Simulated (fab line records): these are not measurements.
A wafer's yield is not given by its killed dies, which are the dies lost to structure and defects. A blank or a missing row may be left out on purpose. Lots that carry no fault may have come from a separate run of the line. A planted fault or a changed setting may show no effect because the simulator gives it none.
Which tool did it? :: flow n5_finfet :: 11 lots, 33 wafers sampled, at 3 steps of a route of 1938

== WHAT THE GAUGES READ, wafer by wafer ==
N5_BEOL_M8_OVL_MEAS_29.
lot: L183
measured: day 9 15:00
on: overlay-01
V7_OVL (nm): 0.3 -0.4 0.4

lot: L185
measured: day 9 20:01
on: overlay-02
V7_OVL (nm): -0.3 -0.9 0.0

lot: L187
measured: day 10 10:41
on: overlay-01
V7_OVL (nm): 0.8 1.2 0.9

lot: L188
measured: day 10 20:49
on: overlay-01
V7_OVL (nm): 0.3 1.6 0.3

lot: L189
measured: day 11 01:37
on: overlay-01
V7_OVL (nm): 1.1 0.2 1.1

lot: L191
measured: day 11 09:35
on: overlay-01
V7_OVL (nm): -1.0 0.7 0.2

lot: L193
measured: day 11 15:13
on: overlay-01
V7_OVL (nm): 0.7 -0.4 -0.6

lot: L192
measured: day 11 15:17
on: overlay-02
V7_OVL (nm): 1.0 -0.7 -0.5

lot: L204
measured: day 15 14:53
on: overlay-02
V7_OVL (nm): 1.1 1.7 0.7

lot: L202
measured: day 15 14:56
on: overlay-01
V7_OVL (nm): 1.0 -0.5 1.4

lot: L205
measured: day 16 18:47
on: overlay-01
V7_OVL (nm): 0.2 0.7 1.1

== TOOL THAT RAN EACH LOT (tool first, then ch and the chambers of the sampled wafers, then the start) ==
lot: L183
N5_BEOL_M8_STRIP_67: rie_diel-05 ch 0,1,2, day 9 13:26
N5_BEOL_M8_EXPOSE_25: euv_scanner-01 ch 0, day 9 14:50

lot: L185
N5_BEOL_M8_STRIP_67: rie_diel-05 ch 0,1, day 9 18:04
N5_BEOL_M8_EXPOSE_25: euv_scanner-02 ch 0, day 9 19:51

lot: L187
N5_BEOL_M8_STRIP_67: rie_diel-03 ch 0,1,3, day 10 09:58
N5_BEOL_M8_EXPOSE_25: euv_scanner-01 ch 0, day 10 10:31

lot: L188
N5_BEOL_M8_STRIP_67: rie_diel-01 ch 1,3, day 10 20:15
N5_BEOL_M8_EXPOSE_25: euv_scanner-01 ch 0, day 10 20:38

lot: L189
N5_BEOL_M8_STRIP_67: rie_diel-01 ch 0,3, day 11 00:49
N5_BEOL_M8_EXPOSE_25: euv_scanner-01 ch 0, day 11 01:27

lot: L191
N5_BEOL_M8_STRIP_67: rie_diel-01 ch 0,1,2, day 11 06:40
N5_BEOL_M8_EXPOSE_25: euv_scanner-01 ch 0, day 11 09:25

lot: L193
N5_BEOL_M8_STRIP_67: rie_diel-03 ch 1,3, day 11 09:35
N5_BEOL_M8_EXPOSE_25: euv_scanner-01 ch 0, day 11 15:04

lot: L192
N5_BEOL_M8_STRIP_67: rie_diel-05 ch 0,2,3, day 11 10:09
N5_BEOL_M8_EXPOSE_25: euv_scanner-01 ch 0, day 11 15:07

lot: L204
N5_BEOL_M8_STRIP_67: rie_diel-01 ch 1,2, day 15 13:53
N5_BEOL_M8_EXPOSE_25: euv_scanner-02 ch 0, day 15 14:44

lot: L202
N5_BEOL_M8_STRIP_67: rie_diel-03 ch 0,1, day 15 14:07
N5_BEOL_M8_EXPOSE_25: euv_scanner-02 ch 0, day 15 14:46

lot: L205
N5_BEOL_M8_STRIP_67: rie_diel-01 ch 1,3, day 16 12:14
N5_BEOL_M8_EXPOSE_25: euv_scanner-02 ch 0, day 16 18:38
- N5_BEOL_M8_STRIP_67: strips in CF4.
- N5_BEOL_M8_EXPOSE_25: exposes mask V7, target cd 40 nm.

== WHAT THE TOOLS THEMSELVES READ (means of the sampled wafers that have a number; where no wafer has one, the mark that the record gives instead) ==
N5_BEOL_M8_STRIP_67.
lot: L183
tool: rie_diel-05
drypump_motor_current_A (A): 5.9
oes_product_au (a.u.): 0.70
rf_vpp_V (V): 271.1
showerhead_plenum_p_Torr (Torr): 1.78
throttle_valve_pct (%): 13.77

lot: L185
tool: rie_diel-05
drypump_motor_current_A (A): 5.9
oes_product_au (a.u.): 0.69
rf_vpp_V (V): 269.2
showerhead_plenum_p_Torr (Torr): 1.73
throttle_valve_pct (%): 13.72

lot: L187
tool: rie_diel-03
drypump_motor_current_A (A): 5.8
oes_product_au (a.u.): 0.78
rf_vpp_V (V): 270.3
showerhead_plenum_p_Torr (Torr): 1.78
throttle_valve_pct (%): 13.65

lot: L188
tool: rie_diel-01
drypump_motor_current_A (A): 5.8
oes_product_au (a.u.): 0.87
rf_vpp_V (V): 272.9
showerhead_plenum_p_Torr (Torr): 1.88
throttle_valve_pct (%): 13.64

lot: L189
tool: rie_diel-01
drypump_motor_current_A (A): 5.5
oes_product_au (a.u.): 0.85
rf_vpp_V (V): 273.0
showerhead_plenum_p_Torr (Torr): 1.91
throttle_valve_pct (%): 13.76

lot: L191
tool: rie_diel-01
drypump_motor_current_A (A): 5.6
oes_product_au (a.u.): 0.82
rf_vpp_V (V): 272.2
showerhead_plenum_p_Torr (Torr): 1.83
throttle_valve_pct (%): 13.42

lot: L193
tool: rie_diel-03
drypump_motor_current_A (A): 5.4
oes_product_au (a.u.): 0.79
rf_vpp_V (V): 269.3
showerhead_plenum_p_Torr (Torr): 1.74
throttle_valve_pct (%): 13.67

lot: L192
tool: rie_diel-05
drypump_motor_current_A (A): 6.1
oes_product_au (a.u.): 0.79
rf_vpp_V (V): 272.2
showerhead_plenum_p_Torr (Torr): 1.82
throttle_valve_pct (%): 13.56

lot: L204
tool: rie_diel-01
drypump_motor_current_A (A): 5.9
oes_product_au (a.u.): 0.80
rf_vpp_V (V): 271.5
showerhead_plenum_p_Torr (Torr): 1.80
throttle_valve_pct (%): 13.38

lot: L202
tool: rie_diel-03
drypump_motor_current_A (A): 6.2
oes_product_au (a.u.): 0.93
rf_vpp_V (V): 271.2
showerhead_plenum_p_Torr (Torr): 1.82
throttle_valve_pct (%): 13.32

lot: L205
tool: rie_diel-01
drypump_motor_current_A (A): 5.8
oes_product_au (a.u.): 0.81
rf_vpp_V (V): 273.6
showerhead_plenum_p_Torr (Torr): 1.87
throttle_valve_pct (%): 13.73

N5_BEOL_M8_EXPOSE_25.
lot: L183
tool: euv_scanner-01
exposure_dose_mJ_cm2: 42.41

lot: L185
tool: euv_scanner-02
exposure_dose_mJ_cm2: 42.42

lot: L187
tool: euv_scanner-01
exposure_dose_mJ_cm2: 42.48

lot: L188
tool: euv_scanner-01
exposure_dose_mJ_cm2: 42.47

lot: L189
tool: euv_scanner-01
exposure_dose_mJ_cm2: 43.26

lot: L191
tool: euv_scanner-01
exposure_dose_mJ_cm2: 43.09

lot: L193
tool: euv_scanner-01
exposure_dose_mJ_cm2: 43.00

lot: L192
tool: euv_scanner-01
exposure_dose_mJ_cm2: 42.91

lot: L204
tool: euv_scanner-02
exposure_dose_mJ_cm2: 42.50

lot: L202
tool: euv_scanner-02
exposure_dose_mJ_cm2: 42.51

lot: L205
tool: euv_scanner-02
exposure_dose_mJ_cm2: 42.45

== THE ANSWER, worked out from the rows above alone ==
Rule: usual is defined by the lots themselves. The widest of any qualifying gaps counts: lots, ordered by their means at a reading, are off when they make up no more than a third of the lots, leave a main group of 4 or more, and stand apart from it by 3 or more times the standard deviation of that group's means. If all means in a main group match to the digits the tables above print for the reading, that group is not used. Also off: a lot with no number at a reading for which 4 or more lots have one. The other lots that the step has rows for count as sound. The gauges are gone through in route order, then the tools' own readings, and for those a lot's mean is taken as printed above. At the first step where some lot is off, the reading lying furthest off is the one used; lots without a number count as furthest.
None of the lots is off at any reading shown; this tells nothing.

== WHAT THE SIMULATOR HAD PUT IN ==
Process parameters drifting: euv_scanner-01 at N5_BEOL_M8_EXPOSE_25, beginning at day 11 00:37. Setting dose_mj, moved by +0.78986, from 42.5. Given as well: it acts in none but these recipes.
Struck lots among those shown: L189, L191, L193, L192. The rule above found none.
